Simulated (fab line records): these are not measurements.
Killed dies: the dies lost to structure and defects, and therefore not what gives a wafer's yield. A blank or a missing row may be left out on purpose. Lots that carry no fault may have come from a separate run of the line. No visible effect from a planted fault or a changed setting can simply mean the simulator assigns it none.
Comparing a struck lot with a sound one -- flow n5_finfet -- 33 steps out of a route of 1938
Sound: wafers L973.2, L973.4, L973.5. Struck: wafer L967.3. (L967.1, L967.6 of the same lot were not struck and are left out.) The cause comes at the end.
Each step with rows lists, per side, the tool, then ch with its chambers, then its first start. Under that, the readings that differ: sound wafers -- struck wafers -- difference of the means -- sigmas: that difference in standard deviations of wafers without a fault.
alike: readings with means less than 2 such deviations apart, plus words and numbers identical on both sides. not compared: withheld readings, readings lacking a value on some wafer, bounds such as >300 that could conceal the same value, and numbers that have no deviation in the record and whose values overlap.
Wherever a step has rows on one side only, a row that says differs or no value, or a row with sigmas, the two part there. Numbers that don't overlap but have no deviation are shown without sigmas and don't part them. A reading that every wafer of one side lacks parts them only if that side has two wafers or more.

first, 9 steps without rows for these wafers: N5_PASSIVATION_COAT_24; N5_PASSIVATION_EBR_26; N5_PASSIVATION_SOFTBAKE_25 (time 90 s); N5_PASSIVATION_EXPOSE_27 (exposes mask PAD, defocus 0 nm); N5_PASSIVATION_PEB_28; N5_PASSIVATION_DEVELOP_29 (develop time 60 s); N5_PASSIVATION_HARDBAKE_31 (time 120 s); N5_PASSIVATION_DESCUM_32 (chemistry O2, time 7.9 s); N5_PASSIVATION_AL_ETCH_33 (etches Al in Cl2/BCl3, stops on TaN, target depth 2800 nm, time 466.7 s).
N5_PASSIVATION_ETCH_59: etches TaN in Cl2/BCl3, target depth 65 nm, time 34.9 s.
  sound on rie_metal-03 ch 1, day 16 22:24; struck on rie_metal-01 ch 0, day 16 07:32
reading,sound,struck,difference,sigmas
drypump_motor_current_A (A),6.5 6.4 6.5,5.3,-1.2,-3
  alike: oes_product_au, throttle_valve_pct
  not compared: rf_hours_counter_h
then, 22 steps without rows for these wafers: N5_PASSIVATION_STRIP_34 (strips in O2); N5_PASSIVATION_STRIP_51 (strips in post etch residue remover, time 1200 s); N5_PASSIVATION_CLEAN_69 (cleans in IPA, time 180 s); N5_PASSIVATION_SRD_70 (time 30 s); N5_PASSIVATION_PECVD_53 (deposits SiO2 from TEOS/O2, target thk 800 nm, time 169.4 s); N5_PASSIVATION_PECVD_35 (deposits SiNx from SiH4/NH3/N2, target thk 700 nm, time 151.3 s); N5_PASSIVATION_HMDS_37 (time 60 s); N5_PASSIVATION_COAT_38; N5_PASSIVATION_EBR_40; N5_PASSIVATION_SOFTBAKE_39 (time 120 s); N5_PASSIVATION_EXPOSE_41 (exposes mask PASS OPEN, defocus 0 nm, target cd 40000 nm); N5_PASSIVATION_PEB_42; N5_PASSIVATION_DEVELOP_43 (develop time 60 s); N5_PASSIVATION_HARDBAKE_45 (time 120 s); N5_PASSIVATION_DESCUM_46 (chemistry O2, time 7.9 s); N5_PASSIVATION_PASS_ETCH_47 (etches SiNx in CF4/O2, target depth 770 nm, time 385 s); N5_PASSIVATION_ETCH_54 (etches SiO2 in CHF3/O2, target depth 880 nm, time 440 s); N5_PASSIVATION_STRIP_48 (strips in O2); N5_PASSIVATION_STRIP_52 (strips in post etch residue remover, time 1200 s); N5_PASSIVATION_CLEAN_71 (cleans in IPA, time 180 s); N5_PASSIVATION_SRD_72 (time 30 s); N5_PASSIVATION_ANNEAL_56 (time 1800 s).
N5_PASSIVATION_PROBE_49:
  record: rows for the struck wafers here (prober-01, day 16 12:06), none for the sound ones

## WHERE THEY PART
At N5_PASSIVATION_ETCH_59 first; at N5_PASSIVATION_PROBE_49 last (within this record only).

WHY: the cause the simulator had injected
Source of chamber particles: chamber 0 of rie_metal-01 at N5_PASSIVATION_ETCH_59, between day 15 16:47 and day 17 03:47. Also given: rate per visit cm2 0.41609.
